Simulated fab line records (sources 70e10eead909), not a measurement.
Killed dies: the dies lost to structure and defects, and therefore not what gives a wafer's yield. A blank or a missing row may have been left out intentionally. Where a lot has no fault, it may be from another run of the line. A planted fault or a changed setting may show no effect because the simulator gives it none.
Comparing a struck lot with a sound one + flow nand_harc + 15 out of 1159 route steps
Sound: the wafers L753.2, L753.3, L753.4. Wafers struck: L772.1, L772.4, L772.6. The cause is given at the end.
At each step with rows: each side's tool, then ch and its chambers, then its first start. Under that, the readings that differ: sound wafers + struck wafers + difference of the means + sigmas: that difference in standard deviations of wafers without a fault.
alike: same words and numbers on both sides, and readings whose means sit less than 2 such deviations apart. not compared: any withheld reading, any reading some wafer has no value for, any bound like >300 that may hide the same value, and any number with overlapping values for which the record gives no deviation.
A row with sigmas, a row that says differs or no value, or rows on one side alone: a step with any of these is where the two part. Numbers that don't overlap but have no deviation are shown without sigmas and don't part them. Lack of a reading on every wafer of one side parts them only where that side has two or more wafers.

first, 4 steps without rows for these wafers: NHARC_A_CONTACT_EBR_38; NHARC_A_CONTACT_EXPOSE_39 (exposes mask A CC 3); NHARC_A_CONTACT_PEB_40 (peb time 65 s); NHARC_A_CONTACT_DEVELOP_41 (develop time 35 s).
NHARC_A_CONTACT_CD_MEAS_42: target cd 200 nm.
  sound on cd_sem-02 ch 0, day 16 09:29; struck on cd_sem-01 ch 0, day 21 03:04
  alike: cd_nm
NHARC_A_CONTACT_OVL_MEAS_43:
  struck on overlay-01, day 21 03:08; sound on overlay-01, day 16 09:35
  alike: overlay_x_nm, overlay_y_nm
NHARC_A_CONTACT_INSPECT_44:
  struck on defect_inspect-01, day 21 03:11; sound on defect_inspect-02, day 16 09:37
  alike: raw_defect_count
NHARC_A_CONTACT_DESCUM_47: chemistry O2, time 3 s.
  sound on rie_diel-01 ch 1,2,3, day 16 09:44; struck on rie_diel-01 ch 1,2,3, day 21 03:19
  alike: drypump_motor_current_A, oes_product_au, rf_vpp_V, showerhead_plenum_p_Torr, throttle_valve_pct
  not compared: rf_hours_counter_h
NHARC_A_CONTACT_ETCH_48: etches the open film in CF4, target depth 39 nm, time 65 s.
  sound on rie_diel-01 ch 0,1,2, day 16 09:49; struck on rie_diel-01 ch 0,1,2, day 21 03:23
  alike: bias_w, cf4_flow_sccm, drypump_motor_current_A, oes_product_au, rf_vpp_V, showerhead_plenum_p_Torr, throttle_valve_pct
  not compared: rf_hours_counter_h
NHARC_A_CONTACT_ETCH_49: etches the open film in N2/H2, target depth 260 nm, time 475.3 s.
  sound on rie_diel-01 ch 0,2,3; struck on rie_diel-01 ch 0,2,3
  alike: bias_w, chamber_pressure_mTorr, drypump_motor_current_A, oes_product_au, rf_vpp_V, showerhead_plenum_p_Torr, throttle_valve_pct
  not compared: rf_hours_counter_h
NHARC_A_CONTACT_ETCH_50: etches the open film in CF4/CHF3, target depth 84.7 nm, time 42.4 s.
  sound on rie_diel-01 ch 0,1,3; struck on rie_diel-01 ch 0,1
  alike: bias_w, cf4_flow_sccm, drypump_motor_current_A, oes_product_au, rf_vpp_V, showerhead_plenum_p_Torr, throttle_valve_pct
  not compared: rf_hours_counter_h
then, 1 step without rows for these wafers: NHARC_A_CONTACT_ETCH_51 (etches the open film in O2/COS, target depth 3600 nm, time 936 s).
NHARC_A_CONTACT_ETCH_111: etches the open film in C4F8/O2/Ar, time 140 s, target depth 700 nm.
  sound on har_cap_etch-03 ch 0,1, day 16 11:00; struck on har_cap_etch-01 ch 0,1, day 21 04:37
  no value came back on the struck wafers for chamber_pressure_mTorr (mTorr), oes_air_line_au (a.u.); on the sound wafers chamber_pressure_mTorr (mTorr) reads 19.998 19.999 20.019
  not compared: rf_hours_counter_h
NHARC_A_CONTACT_ETCH_112: etches the open film in C4F8/O2/Ar, time 94 s, target depth 922 nm.
  sound on har_cap_etch-03 ch 0,1, day 16 11:12; struck on har_cap_etch-01 ch 0,1, day 21 04:47
  alike: chamber_pressure_mTorr, oes_air_line_au
  not compared: rf_hours_counter_h
-- record jumps: 3 days between struck wafers' starts before vs after; left off in module A_CONTACT, resumes in module END, first step shown is number 1159 of the route --
NHARC_END_SORT_01:
  only the struck wafers appear in the record here, on prober-01 ch 0 at day 24 04:20; the sound ones have no rows

WHERE THEY PART
Earliest at NHARC_A_CONTACT_ETCH_111; latest, in this record, at NHARC_END_SORT_01.

WHY: the cause the simulator had injected
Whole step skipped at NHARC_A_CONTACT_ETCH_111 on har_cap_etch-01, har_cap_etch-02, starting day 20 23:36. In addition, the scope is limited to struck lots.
